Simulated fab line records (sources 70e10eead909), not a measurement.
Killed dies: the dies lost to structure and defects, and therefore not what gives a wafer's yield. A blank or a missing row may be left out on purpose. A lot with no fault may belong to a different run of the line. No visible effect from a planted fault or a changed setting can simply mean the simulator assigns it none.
Which tool did it? / flow nand_harc / 24 lots with 72 wafers sampled at 6 steps, on a route of 1302 steps

== WHAT THE GAUGES READ, wafer by wafer ==
NHARC_P_BONDPAD_CD_MEAS_09: the cd target is 500 nm. Usual: cd_nm 500.0 nm, standard deviation 2.3.
lot=L074; measured=day 6 14:04; on=cd_sem-02; cd_nm (nm)=500.2 499.4 498.7; flag=
lot=L075; measured=day 6 20:37; on=cd_sem-03; cd_nm (nm)=495.1 499.7 501.1; flag=
lot=L076; measured=day 7 08:35; on=cd_sem-02; cd_nm (nm)=503.7 503.2 500.9; flag=
lot=L077; measured=day 8 02:07; on=cd_sem-03; cd_nm (nm)=499.0 499.5 502.8; flag=
lot=L078; measured=day 8 05:54; on=cd_sem-01; cd_nm (nm)=493.6 498.2 498.9; flag=
lot=L079; measured=day 8 17:36; on=cd_sem-01; cd_nm (nm)=501.4 502.9 502.8; flag=
lot=L080; measured=day 9 01:41; on=cd_sem-01; cd_nm (nm)=503.5 502.6 501.5; flag=
lot=L081; measured=day 9 13:47; on=cd_sem-03; cd_nm (nm)=502.9 505.3 499.8; flag=
lot=L082; measured=day 10 06:06; on=cd_sem-02; cd_nm (nm)=499.3 497.9 500.6; flag=
lot=L083; measured=day 10 10:48; on=cd_sem-03; cd_nm (nm)=496.8 498.9 499.0; flag=
lot=L084; measured=day 11 00:39; on=cd_sem-03; cd_nm (nm)=502.8 500.0 500.2; flag=
lot=L085; measured=day 11 01:35; on=cd_sem-01; cd_nm (nm)=500.6 501.9 502.2; flag=
lot=L086; measured=day 11 10:36; on=cd_sem-03; cd_nm (nm)=503.4 502.6 502.9; flag=
lot=L087; measured=day 12 04:21; on=cd_sem-02; cd_nm (nm)=498.9 499.8 497.2; flag=
lot=L088; measured=day 12 17:30; on=cd_sem-03; cd_nm (nm)=498.0 497.5 498.2; flag=
lot=L089; measured=day 12 19:53; on=cd_sem-03; cd_nm (nm)=500.0 501.0 500.7; flag=
lot=L091; measured=day 13 16:55; on=cd_sem-01; cd_nm (nm)=497.7 495.9 499.2; flag=
lot=L090; measured=day 13 17:47; on=cd_sem-02; cd_nm (nm)=499.2 496.7 499.2; flag=
lot=L093; measured=day 14 09:20; on=cd_sem-03; cd_nm (nm)=501.7 499.2 498.6; flag=
lot=L092; measured=day 14 09:44; on=cd_sem-01; cd_nm (nm)=502.8 500.9 498.7; flag=
lot=L094; measured=day 15 00:43; on=cd_sem-01; cd_nm (nm)=499.4 502.4 501.1; flag=
lot=L095; measured=day 15 14:31; on=cd_sem-01; cd_nm (nm)=501.5 498.7 497.2; flag=
lot=L096; measured=day 15 22:09; on=cd_sem-02; cd_nm (nm)=496.9 500.8 497.2; flag=
lot=L097; measured=day 16 11:02; on=cd_sem-03; cd_nm (nm)=499.2 503.2 498.7; flag=

NHARC_A_ONON_D2_THK_MEAS_08: measures by ellipsometry. Usual: thk_nm 1000 nm, standard deviation 7.7.
lot=L074; measured=day 12 07:58; on=film_metro-01; thk_nm (nm)=1003 1005 1005; flag=
lot=L075; measured=day 12 17:43; on=film_metro-01; thk_nm (nm)=1002 1002 1002; flag=
lot=L076; measured=day 13 10:06; on=film_metro-01; thk_nm (nm)=989 988 987; flag=
lot=L077; measured=day 13 22:25; on=film_metro-02; thk_nm (nm)=1000 1001 1000; flag=
lot=L078; measured=day 13 22:25; on=film_metro-01; thk_nm (nm)=990 988 991; flag=
lot=L079; measured=day 14 15:19; on=film_metro-02; thk_nm (nm)=1004 1007 1006; flag=
lot=L080; measured=day 14 15:20; on=film_metro-01; thk_nm (nm)=1000 1002 1001; flag=
lot=L081; measured=day 15 10:57; on=film_metro-01; thk_nm (nm)=991 991 990; flag=
lot=L082; measured=day 15 22:13; on=film_metro-01; thk_nm (nm)=995 995 996; flag=
lot=L083; measured=day 16 00:50; on=film_metro-02; thk_nm (nm)=1004 1003 1004; flag=
lot=L084; measured=day 16 20:06; on=film_metro-01; thk_nm (nm)=997 996 995; flag=
lot=L085; measured=day 16 20:09; on=film_metro-01; thk_nm (nm)=998 997 997; flag=
lot=L086; measured=day 17 05:28; on=film_metro-01; thk_nm (nm)=988 987 988; flag=
lot=L087; measured=day 17 15:07; on=film_metro-02; thk_nm (nm)=1011 1011 1012; flag=
lot=L088; measured=day 18 14:07; on=film_metro-02; thk_nm (nm)=1005 1006 1004; flag=
lot=L089; measured=day 18 14:17; on=film_metro-02; thk_nm (nm)=993 993 994; flag=
lot=L091; measured=day 19 10:55; on=film_metro-01; thk_nm (nm)=1000 1001 1000; flag=
lot=L090; measured=day 19 11:02; on=film_metro-01; thk_nm (nm)=1017 1014 1015; flag=
lot=L093; measured=day 20 06:05; on=film_metro-01; thk_nm (nm)=999 996 997; flag=
lot=L092; measured=day 20 06:11; on=film_metro-02; thk_nm (nm)=994 994 995; flag=
lot=L094; measured=day 20 21:52; on=film_metro-02; thk_nm (nm)=1000 1000 1002; flag=
lot=L095; measured=day 21 06:14; on=film_metro-01; thk_nm (nm)=1000 1002 1000; flag=
lot=L096; measured=day 21 21:02; on=film_metro-02; thk_nm (nm)=1018 1017 1018; flag=
lot=L097; measured=day 21 23:45; on=film_metro-02; thk_nm (nm)=997 996 998; flag=

== EACH LOT AND THE TOOL THAT RAN IT (in order: tool; ch and the chambers of the sampled wafers; start) ==
lot=L074; NHARC_P_BONDPAD_DEP_00=pecvd-02 ch 0,2, day 6 14:04 or earlier; NHARC_P_BONDPAD_DEGAS_25=pvd_sputter-02, day 6 15:13; NHARC_P_BONDPAD_ACTIVATE_29=rie_diel-04 ch 0,1,2, day 6 16:54; NHARC_A_CHANNEL_HOLE_D1_ETCH_20=har_etch-02 ch 0,1, day 8 09:07
lot=L075; NHARC_P_BONDPAD_DEP_00=pecvd-03 ch 0,1,2, day 6 20:37 or earlier; NHARC_P_BONDPAD_DEGAS_25=pvd_sputter-02, day 6 21:46; NHARC_P_BONDPAD_ACTIVATE_29=rie_diel-06 ch 0,2,3, day 6 23:28; NHARC_A_CHANNEL_HOLE_D1_ETCH_20=har_etch-01 ch 0,1, day 8 19:07
lot=L076; NHARC_P_BONDPAD_DEP_00=pecvd-03 ch 0,1,2, day 7 07:28; NHARC_P_BONDPAD_DEGAS_25=pvd_sputter-02, day 7 09:44; NHARC_P_BONDPAD_ACTIVATE_29=rie_diel-04 ch 2,3, day 7 11:25; NHARC_A_CHANNEL_HOLE_D1_ETCH_20=har_etch-01 ch 0,1, day 9 12:17
lot=L077; NHARC_P_BONDPAD_DEP_00=pecvd-04 ch 0,1, day 8 02:07 or earlier; NHARC_P_BONDPAD_DEGAS_25=pvd_sputter-01, day 8 03:19; NHARC_P_BONDPAD_ACTIVATE_29=rie_diel-06 ch 0,1,3, day 8 05:01; NHARC_A_CHANNEL_HOLE_D1_ETCH_20=har_etch-01 ch 0,1, day 10 01:41
lot=L078; NHARC_P_BONDPAD_DEP_00=pecvd-03 ch 0,2, day 8 04:49; NHARC_P_BONDPAD_DEGAS_25=pvd_sputter-01, day 8 07:04; NHARC_P_BONDPAD_ACTIVATE_29=rie_diel-02 ch 1,3, day 8 08:46; NHARC_A_CHANNEL_HOLE_D1_ETCH_20=har_etch-02 ch 0, day 10 03:47
lot=L079; NHARC_P_BONDPAD_DEP_00=pecvd-02 ch 0,1,2, day 8 16:31; NHARC_P_BONDPAD_DEGAS_25=pvd_sputter-03, day 8 18:47; NHARC_P_BONDPAD_ACTIVATE_29=rie_diel-06 ch 0,1,3, day 8 20:27; NHARC_A_CHANNEL_HOLE_D1_ETCH_20=har_etch-01 ch 0,1, day 10 22:33
lot=L080; NHARC_P_BONDPAD_DEP_00=pecvd-04 ch 0,2, day 9 01:41 or earlier; NHARC_P_BONDPAD_DEGAS_25=pvd_sputter-01, day 9 02:50; NHARC_P_BONDPAD_ACTIVATE_29=rie_diel-06 ch 2,3, day 9 04:33; NHARC_A_CHANNEL_HOLE_D1_ETCH_20=har_etch-02 ch 0,1, day 10 23:50
lot=L081; NHARC_P_BONDPAD_DEP_00=pecvd-03 ch 0,1,2, day 9 12:49; NHARC_P_BONDPAD_DEGAS_25=pvd_sputter-01, day 9 14:57; NHARC_P_BONDPAD_ACTIVATE_29=rie_diel-02 ch 0,3, day 9 16:40; NHARC_A_CHANNEL_HOLE_D1_ETCH_20=har_etch-02 ch 0,1, day 11 14:09
lot=L082; NHARC_P_BONDPAD_DEP_00=pecvd-03 ch 1,2, day 10 06:06 or earlier; NHARC_P_BONDPAD_DEGAS_25=pvd_sputter-03, day 10 07:16; NHARC_P_BONDPAD_ACTIVATE_29=rie_diel-04 ch 0,2, day 10 08:56; NHARC_A_CHANNEL_HOLE_D1_ETCH_20=har_etch-01 ch 0,1, day 12 01:07
lot=L083; NHARC_P_BONDPAD_DEP_00=pecvd-04 ch 0,1,2, day 10 09:37; NHARC_P_BONDPAD_DEGAS_25=pvd_sputter-02, day 10 11:58; NHARC_P_BONDPAD_ACTIVATE_29=rie_diel-02 ch 1,2, day 10 13:37; NHARC_A_CHANNEL_HOLE_D1_ETCH_20=har_etch-01 ch 0, day 12 07:45
lot=L084; NHARC_P_BONDPAD_DEP_00=pecvd-04 ch 1,2, day 11 00:39 or earlier; NHARC_P_BONDPAD_DEGAS_25=pvd_sputter-03, day 11 01:49; NHARC_P_BONDPAD_ACTIVATE_29=rie_diel-04 ch 0,2,3, day 11 03:29; NHARC_A_CHANNEL_HOLE_D1_ETCH_20=har_etch-01 ch 0,1, day 12 22:37
lot=L085; NHARC_P_BONDPAD_DEP_00=pecvd-03 ch 0,1,2, day 11 01:35 or earlier; NHARC_P_BONDPAD_DEGAS_25=pvd_sputter-02, day 11 02:44; NHARC_P_BONDPAD_ACTIVATE_29=rie_diel-06 ch 1,2, day 11 04:25; NHARC_A_CHANNEL_HOLE_D1_ETCH_20=har_etch-02 ch 0,1, day 13 00:43
lot=L086; NHARC_P_BONDPAD_DEP_00=pecvd-02 ch 0,2, day 11 10:36 or earlier; NHARC_P_BONDPAD_DEGAS_25=pvd_sputter-03, day 11 11:46; NHARC_P_BONDPAD_ACTIVATE_29=rie_diel-02 ch 0,1,3, day 11 13:26; NHARC_A_CHANNEL_HOLE_D1_ETCH_20=har_etch-01 ch 0,1, day 13 06:58
lot=L087; NHARC_P_BONDPAD_DEP_00=pecvd-04 ch 0,1,2, day 12 03:07; NHARC_P_BONDPAD_DEGAS_25=pvd_sputter-02, day 12 05:29; NHARC_P_BONDPAD_ACTIVATE_29=rie_diel-02 ch 0,1,2, day 12 07:11; NHARC_A_CHANNEL_HOLE_D1_ETCH_20=har_etch-02 ch 0,1, day 13 23:25
lot=L088; NHARC_P_BONDPAD_DEP_00=pecvd-03 ch 0,1,2, day 12 16:27; NHARC_P_BONDPAD_DEGAS_25=pvd_sputter-01, day 12 18:39; NHARC_P_BONDPAD_ACTIVATE_29=rie_diel-02 ch 0,1, day 12 20:20; NHARC_A_CHANNEL_HOLE_D1_ETCH_20=har_etch-02 ch 0,1, day 14 20:40
lot=L089; NHARC_P_BONDPAD_DEP_00=pecvd-02 ch 1,2, day 12 18:52; NHARC_P_BONDPAD_DEGAS_25=pvd_sputter-03, day 12 21:02; NHARC_P_BONDPAD_ACTIVATE_29=rie_diel-02 ch 0,3, day 12 22:46; NHARC_A_CHANNEL_HOLE_D1_ETCH_20=har_etch-01 ch 0,1, day 14 18:10
lot=L091; NHARC_P_BONDPAD_DEP_00=pecvd-03 ch 1,2, day 13 15:47; NHARC_P_BONDPAD_DEGAS_25=pvd_sputter-02, day 13 18:04; NHARC_P_BONDPAD_ACTIVATE_29=rie_diel-04 ch 0,1,3, day 13 20:07; NHARC_A_CHANNEL_HOLE_D1_ETCH_20=har_etch-02 ch 0, day 15 14:22
lot=L090; NHARC_P_BONDPAD_DEP_00=pecvd-02 ch 0,2, day 13 16:39; NHARC_P_BONDPAD_DEGAS_25=pvd_sputter-02, day 13 18:56; NHARC_P_BONDPAD_ACTIVATE_29=rie_diel-04 ch 0,1, day 13 20:55; NHARC_A_CHANNEL_HOLE_D1_ETCH_20=har_etch-01 ch 0,1, day 15 14:57
lot=L093; NHARC_P_BONDPAD_DEP_00=pecvd-04 ch 1,2, day 14 08:07; NHARC_P_BONDPAD_DEGAS_25=pvd_sputter-03, day 14 10:31; NHARC_P_BONDPAD_ACTIVATE_29=rie_diel-02 ch 1,2,3, day 14 12:14; NHARC_A_CHANNEL_HOLE_D1_ETCH_20=har_etch-01 ch 0,1, day 16 13:39
lot=L092; NHARC_P_BONDPAD_DEP_00=pecvd-03 ch 0,1,2, day 14 09:44 or earlier; NHARC_P_BONDPAD_DEGAS_25=pvd_sputter-02, day 14 10:52; NHARC_P_BONDPAD_ACTIVATE_29=rie_diel-04 ch 1,2, day 14 12:34; NHARC_A_CHANNEL_HOLE_D1_ETCH_20=har_etch-02 ch 0,1, day 16 08:22
lot=L094; NHARC_P_BONDPAD_DEP_00=pecvd-04 ch 0,2, day 14 23:35; NHARC_P_BONDPAD_DEGAS_25=pvd_sputter-02, day 15 01:55; NHARC_P_BONDPAD_ACTIVATE_29=rie_diel-06 ch 0,2,3, day 15 03:36; NHARC_A_CHANNEL_HOLE_D1_ETCH_20=har_etch-01 ch 0,1, day 17 01:52
lot=L095; NHARC_P_BONDPAD_DEP_00=pecvd-04 ch 0,1,2, day 15 13:21; NHARC_P_BONDPAD_DEGAS_25=pvd_sputter-03, day 15 15:41; NHARC_P_BONDPAD_ACTIVATE_29=rie_diel-02 ch 0,1, day 15 17:22; NHARC_A_CHANNEL_HOLE_D1_ETCH_20=har_etch-01 ch 0,1, day 17 11:31
lot=L096; NHARC_P_BONDPAD_DEP_00=pecvd-03 ch 0,1,2, day 15 21:03; NHARC_P_BONDPAD_DEGAS_25=pvd_sputter-01, day 15 23:17; NHARC_P_BONDPAD_ACTIVATE_29=rie_diel-06 ch 0,2,3, day 16 00:59; NHARC_A_CHANNEL_HOLE_D1_ETCH_20=har_etch-02 ch 0,1, day 18 03:16
lot=L097; NHARC_P_BONDPAD_DEP_00=pecvd-02 ch 1,2, day 16 09:53; NHARC_P_BONDPAD_DEGAS_25=pvd_sputter-01, day 16 12:14; NHARC_P_BONDPAD_ACTIVATE_29=rie_diel-02 ch 0,1, day 16 13:57; NHARC_A_CHANNEL_HOLE_D1_ETCH_20=har_etch-02 ch 0,1, day 18 09:17
- NHARC_P_BONDPAD_DEP_00: deposits SiCN, target thk 250 nm.
- NHARC_P_BONDPAD_DEGAS_25: time 60 s.
- NHARC_P_BONDPAD_ACTIVATE_29: chemistry N2, time 60 s.
- NHARC_A_CHANNEL_HOLE_D1_ETCH_20: etches the open film in C4F8/O2/Ar, time 361.9 s, target depth 1600 nm.

== WHAT THE TOOLS THEMSELVES READ (means of the sampled wafers that have a number; where no wafer has one, the mark that the record gives instead) ==
NHARC_P_BONDPAD_DEP_00. Usual: heater_power_w 525 W, standard deviation 55.
lot=L074; tool=pecvd-02; heater_power_w (W)=573; flag=
lot=L075; tool=pecvd-03; heater_power_w (W)=489; flag=
lot=L076; tool=pecvd-03; heater_power_w (W)=503; flag=
lot=L077; tool=pecvd-04; heater_power_w (W)=559; flag=
lot=L078; tool=pecvd-03; heater_power_w (W)=548; flag=
lot=L079; tool=pecvd-02; heater_power_w (W)=556; flag=
lot=L080; tool=pecvd-04; heater_power_w (W)=484; flag=
lot=L081; tool=pecvd-03; heater_power_w (W)=529; flag=
lot=L082; tool=pecvd-03; heater_power_w (W)=483; flag=
lot=L083; tool=pecvd-04; heater_power_w (W)=535; flag=
lot=L084; tool=pecvd-04; heater_power_w (W)=511; flag=
lot=L085; tool=pecvd-03; heater_power_w (W)=559; flag=
lot=L086; tool=pecvd-02; heater_power_w (W)=545; flag=
lot=L087; tool=pecvd-04; heater_power_w (W)=508; flag=
lot=L088; tool=pecvd-03; heater_power_w (W)=528; flag=
lot=L089; tool=pecvd-02; heater_power_w (W)=509; flag=
lot=L091; tool=pecvd-03; heater_power_w (W)=523; flag=
lot=L090; tool=pecvd-02; heater_power_w (W)=518; flag=
lot=L093; tool=pecvd-04; heater_power_w (W)=597; flag=
lot=L092; tool=pecvd-03; heater_power_w (W)=541; flag=
lot=L094; tool=pecvd-04; heater_power_w (W)=483; flag=
lot=L095; tool=pecvd-04; heater_power_w (W)=566; flag=
lot=L096; tool=pecvd-03; heater_power_w (W)=533; flag=
lot=L097; tool=pecvd-02; heater_power_w (W)=476; flag=

NHARC_P_BONDPAD_DEGAS_25. Usual: heater_power_w 468 W, standard deviation 47.
lot=L074; tool=pvd_sputter-02; heater_power_w (W)=512; flag=
lot=L075; tool=pvd_sputter-02; heater_power_w (W)=511; flag=
lot=L076; tool=pvd_sputter-02; heater_power_w (W)=481; flag=
lot=L077; tool=pvd_sputter-01; heater_power_w (W)=448; flag=
lot=L078; tool=pvd_sputter-01; heater_power_w (W)=453; flag=
lot=L079; tool=pvd_sputter-03; heater_power_w (W)=483; flag=
lot=L080; tool=pvd_sputter-01; heater_power_w (W)=443; flag=
lot=L081; tool=pvd_sputter-01; heater_power_w (W)=440; flag=
lot=L082; tool=pvd_sputter-03; heater_power_w (W)=415; flag=
lot=L083; tool=pvd_sputter-02; heater_power_w (W)=491; flag=
lot=L084; tool=pvd_sputter-03; heater_power_w (W)=412; flag=
lot=L085; tool=pvd_sputter-02; heater_power_w (W)=485; flag=
lot=L086; tool=pvd_sputter-03; heater_power_w (W)=445; flag=
lot=L087; tool=pvd_sputter-02; heater_power_w (W)=522; flag=
lot=L088; tool=pvd_sputter-01; heater_power_w (W)=472; flag=
lot=L089; tool=pvd_sputter-03; heater_power_w (W)=422; flag=
lot=L091; tool=pvd_sputter-02; heater_power_w (W)=528; flag=
lot=L090; tool=pvd_sputter-02; heater_power_w (W)=505; flag=
lot=L093; tool=pvd_sputter-03; heater_power_w (W)=440; flag=
lot=L092; tool=pvd_sputter-02; heater_power_w (W)=538; flag=
lot=L094; tool=pvd_sputter-02; heater_power_w (W)=494; flag=
lot=L095; tool=pvd_sputter-03; heater_power_w (W)=444; flag=
lot=L096; tool=pvd_sputter-01; heater_power_w (W)=450; flag=
lot=L097; tool=pvd_sputter-01; heater_power_w (W)=441; flag=

NHARC_P_BONDPAD_ACTIVATE_29. Usual: drypump_motor_current_A 6.0 A, standard deviation 0.44; oes_product_au 1.005 a.u., standard deviation 0.0093; rf_vpp_V 64.2 V, standard deviation 0.88; showerhead_plenum_p_Torr 1.79 Torr, standard deviation 0.077.
lot=L074; tool=rie_diel-04; drypump_motor_current_A (A)=5.4; oes_product_au (a.u.)=1.012; rf_vpp_V (V)=63.8; showerhead_plenum_p_Torr (Torr)=1.83; flag=
lot=L075; tool=rie_diel-06; drypump_motor_current_A (A)=6.2; oes_product_au (a.u.)=1.016; rf_vpp_V (V)=63.3; showerhead_plenum_p_Torr (Torr)=1.71; flag=
lot=L076; tool=rie_diel-04; drypump_motor_current_A (A)=5.7; oes_product_au (a.u.)=1.000; rf_vpp_V (V)=64.7; showerhead_plenum_p_Torr (Torr)=1.89; flag=
lot=L077; tool=rie_diel-06; drypump_motor_current_A (A)=5.9; oes_product_au (a.u.)=1.003; rf_vpp_V (V)=64.7; showerhead_plenum_p_Torr (Torr)=1.75; flag=
lot=L078; tool=rie_diel-02; drypump_motor_current_A (A)=5.8; oes_product_au (a.u.)=1.002; rf_vpp_V (V)=64.3; showerhead_plenum_p_Torr (Torr)=1.85; flag=
lot=L079; tool=rie_diel-06; drypump_motor_current_A (A)=6.0; oes_product_au (a.u.)=1.002; rf_vpp_V (V)=63.5; showerhead_plenum_p_Torr (Torr)=1.75; flag=
lot=L080; tool=rie_diel-06; drypump_motor_current_A (A)=6.1; oes_product_au (a.u.)=1.006; rf_vpp_V (V)=63.2; showerhead_plenum_p_Torr (Torr)=1.70; flag=
lot=L081; tool=rie_diel-02; drypump_motor_current_A (A)=5.9; oes_product_au (a.u.)=1.012; rf_vpp_V (V)=64.5; showerhead_plenum_p_Torr (Torr)=1.79; flag=
lot=L082; tool=rie_diel-04; drypump_motor_current_A (A)=5.1; oes_product_au (a.u.)=1.000; rf_vpp_V (V)=64.5; showerhead_plenum_p_Torr (Torr)=1.86; flag=
lot=L083; tool=rie_diel-02; drypump_motor_current_A (A)=6.3; oes_product_au (a.u.)=1.002; rf_vpp_V (V)=64.6; showerhead_plenum_p_Torr (Torr)=1.84; flag=
lot=L084; tool=rie_diel-04; drypump_motor_current_A (A)=5.5; oes_product_au (a.u.)=0.995; rf_vpp_V (V)=64.9; showerhead_plenum_p_Torr (Torr)=1.87; flag=
lot=L085; tool=rie_diel-06; drypump_motor_current_A (A)=6.4; oes_product_au (a.u.)=1.001; rf_vpp_V (V)=63.5; showerhead_plenum_p_Torr (Torr)=1.78; flag=
lot=L086; tool=rie_diel-02; drypump_motor_current_A (A)=6.1; oes_product_au (a.u.)=1.008; rf_vpp_V (V)=64.1; showerhead_plenum_p_Torr (Torr)=1.81; flag=
lot=L087; tool=rie_diel-02; drypump_motor_current_A (A)=6.3; oes_product_au (a.u.)=1.006; rf_vpp_V (V)=64.6; showerhead_plenum_p_Torr (Torr)=1.78; flag=
lot=L088; tool=rie_diel-02; drypump_motor_current_A (A)=6.3; oes_product_au (a.u.)=1.013; rf_vpp_V (V)=64.5; showerhead_plenum_p_Torr (Torr)=1.83; flag=
lot=L089; tool=rie_diel-02; drypump_motor_current_A (A)=5.9; oes_product_au (a.u.)=1.003; rf_vpp_V (V)=64.9; showerhead_plenum_p_Torr (Torr)=1.79; flag=
lot=L091; tool=rie_diel-04; drypump_motor_current_A (A)=5.7; oes_product_au (a.u.)=1.009; rf_vpp_V (V)=64.3; showerhead_plenum_p_Torr (Torr)=1.84; flag=
lot=L090; tool=rie_diel-04; drypump_motor_current_A (A)=5.5; oes_product_au (a.u.)=1.007; rf_vpp_V (V)=64.5; showerhead_plenum_p_Torr (Torr)=1.82; flag=
lot=L093; tool=rie_diel-02; drypump_motor_current_A (A)=6.1; oes_product_au (a.u.)=1.002; rf_vpp_V (V)=64.4; showerhead_plenum_p_Torr (Torr)=1.82; flag=
lot=L092; tool=rie_diel-04; drypump_motor_current_A (A)=5.5; oes_product_au (a.u.)=1.005; rf_vpp_V (V)=64.0; showerhead_plenum_p_Torr (Torr)=1.80; flag=
lot=L094; tool=rie_diel-06; drypump_motor_current_A (A)=6.2; oes_product_au (a.u.)=1.004; rf_vpp_V (V)=63.5; showerhead_plenum_p_Torr (Torr)=1.71; flag=
lot=L095; tool=rie_diel-02; drypump_motor_current_A (A)=6.3; oes_product_au (a.u.)=1.008; rf_vpp_V (V)=64.2; showerhead_plenum_p_Torr (Torr)=1.76; flag=
lot=L096; tool=rie_diel-06; drypump_motor_current_A (A)=6.2; oes_product_au (a.u.)=1.003; rf_vpp_V (V)=63.8; showerhead_plenum_p_Torr (Torr)=1.71; flag=
lot=L097; tool=rie_diel-02; drypump_motor_current_A (A)=6.3; oes_product_au (a.u.)=1.009; rf_vpp_V (V)=64.3; showerhead_plenum_p_Torr (Torr)=1.83; flag=

NHARC_A_CHANNEL_HOLE_D1_ETCH_20. Usual: drypump_motor_current_A 6.3 A, standard deviation 0.37; oes_air_line_au 0.997 a.u., standard deviation 0.023; showerhead_plenum_p_Torr 3.68 Torr, standard deviation 0.078; throttle_valve_pct 32.156 %, standard deviation 0.0084.
lot=L074; tool=har_etch-02; drypump_motor_current_A (A)=6.3; oes_air_line_au (a.u.)=0.978; showerhead_plenum_p_Torr (Torr)=3.66; throttle_valve_pct (%)=32.160; flag=
lot=L075; tool=har_etch-01; drypump_motor_current_A (A)=6.2; oes_air_line_au (a.u.)=0.987; showerhead_plenum_p_Torr (Torr)=3.72; throttle_valve_pct (%)=32.153; flag=
lot=L076; tool=har_etch-01; drypump_motor_current_A (A)=6.3; oes_air_line_au (a.u.)=0.966; showerhead_plenum_p_Torr (Torr)=3.72; throttle_valve_pct (%)=32.154; flag=
lot=L077; tool=har_etch-01; drypump_motor_current_A (A)=6.0; oes_air_line_au (a.u.)=1.009; showerhead_plenum_p_Torr (Torr)=3.70; throttle_valve_pct (%)=32.162; flag=
lot=L078; tool=har_etch-02; drypump_motor_current_A (A)=6.6; oes_air_line_au (a.u.)=0.971; showerhead_plenum_p_Torr (Torr)=3.75; throttle_valve_pct (%)=32.159; flag=
lot=L079; tool=har_etch-01; drypump_motor_current_A (A)=6.3; oes_air_line_au (a.u.)=1.003; showerhead_plenum_p_Torr (Torr)=3.71; throttle_valve_pct (%)=32.152; flag=
lot=L080; tool=har_etch-02; drypump_motor_current_A (A)=6.3; oes_air_line_au (a.u.)=0.977; showerhead_plenum_p_Torr (Torr)=3.64; throttle_valve_pct (%)=32.166; flag=
lot=L081; tool=har_etch-02; drypump_motor_current_A (A)=6.3; oes_air_line_au (a.u.)=0.999; showerhead_plenum_p_Torr (Torr)=3.63; throttle_valve_pct (%)=32.157; flag=
lot=L082; tool=har_etch-01; drypump_motor_current_A (A)=6.0; oes_air_line_au (a.u.)=0.980; showerhead_plenum_p_Torr (Torr)=3.69; throttle_valve_pct (%)=32.163; flag=
lot=L083; tool=har_etch-01; drypump_motor_current_A (A)=6.6; oes_air_line_au (a.u.)=0.980; showerhead_plenum_p_Torr (Torr)=3.71; throttle_valve_pct (%)=32.157; flag=
lot=L084; tool=har_etch-01; drypump_motor_current_A (A)=6.3; oes_air_line_au (a.u.)=1.007; showerhead_plenum_p_Torr (Torr)=3.69; throttle_valve_pct (%)=32.157; flag=
lot=L085; tool=har_etch-02; drypump_motor_current_A (A)=6.3; oes_air_line_au (a.u.)=0.983; showerhead_plenum_p_Torr (Torr)=3.62; throttle_valve_pct (%)=32.165; flag=
lot=L086; tool=har_etch-01; drypump_motor_current_A (A)=6.0; oes_air_line_au (a.u.)=1.008; showerhead_plenum_p_Torr (Torr)=3.68; throttle_valve_pct (%)=32.155; flag=
lot=L087; tool=har_etch-02; drypump_motor_current_A (A)=6.3; oes_air_line_au (a.u.)=0.979; showerhead_plenum_p_Torr (Torr)=3.62; throttle_valve_pct (%)=32.159; flag=
lot=L088; tool=har_etch-02; drypump_motor_current_A (A)=6.3; oes_air_line_au (a.u.)=0.982; showerhead_plenum_p_Torr (Torr)=3.61; throttle_valve_pct (%)=32.156; flag=
lot=L089; tool=har_etch-01; drypump_motor_current_A (A)=6.3; oes_air_line_au (a.u.)=1.016; showerhead_plenum_p_Torr (Torr)=3.68; throttle_valve_pct (%)=32.159; flag=
lot=L091; tool=har_etch-02; drypump_motor_current_A (A)=6.6; oes_air_line_au (a.u.)=0.999; showerhead_plenum_p_Torr (Torr)=3.71; throttle_valve_pct (%)=32.162; flag=
lot=L090; tool=har_etch-01; drypump_motor_current_A (A)=6.3; oes_air_line_au (a.u.)=1.014; showerhead_plenum_p_Torr (Torr)=3.67; throttle_valve_pct (%)=32.162; flag=
lot=L093; tool=har_etch-01; drypump_motor_current_A (A)=6.0; oes_air_line_au (a.u.)=0.997; showerhead_plenum_p_Torr (Torr)=3.65; throttle_valve_pct (%)=32.148; flag=
lot=L092; tool=har_etch-02; drypump_motor_current_A (A)=6.5; oes_air_line_au (a.u.)=1.017; showerhead_plenum_p_Torr (Torr)=3.65; throttle_valve_pct (%)=32.157; flag=
lot=L094; tool=har_etch-01; drypump_motor_current_A (A)=6.3; oes_air_line_au (a.u.)=1.017; showerhead_plenum_p_Torr (Torr)=3.66; throttle_valve_pct (%)=32.160; flag=
lot=L095; tool=har_etch-01; drypump_motor_current_A (A)=6.0; oes_air_line_au (a.u.)=0.992; showerhead_plenum_p_Torr (Torr)=3.64; throttle_valve_pct (%)=32.151; flag=
lot=L096; tool=har_etch-02; drypump_motor_current_A (A)=6.5; oes_air_line_au (a.u.)=0.991; showerhead_plenum_p_Torr (Torr)=3.78; throttle_valve_pct (%)=32.162; flag=
lot=L097; tool=har_etch-02; drypump_motor_current_A (A)=6.3; oes_air_line_au (a.u.)=1.021; showerhead_plenum_p_Torr (Torr)=3.85; throttle_valve_pct (%)=32.153; flag=

== THE ANSWER, worked out from the rows above alone ==
Rule: take the mean of a lot's wafers that have a number; if it is more than 3 standard deviations from the usual mean, the lot is off. A lot without any number at a reading at which 4 lots or more have one is off too. Any other lot the step has rows for is counted as sound. Order of review: gauges by route order, followed by the tools' own readings, for which a lot's mean as printed above is used. The first step at which some lot is off is used, and at that step the reading that is off furthest; a lot without a number counts as furthest.
None of the lots is off at any reading shown; this tells nothing.

== WHAT THE SIMULATOR PUT IN ==
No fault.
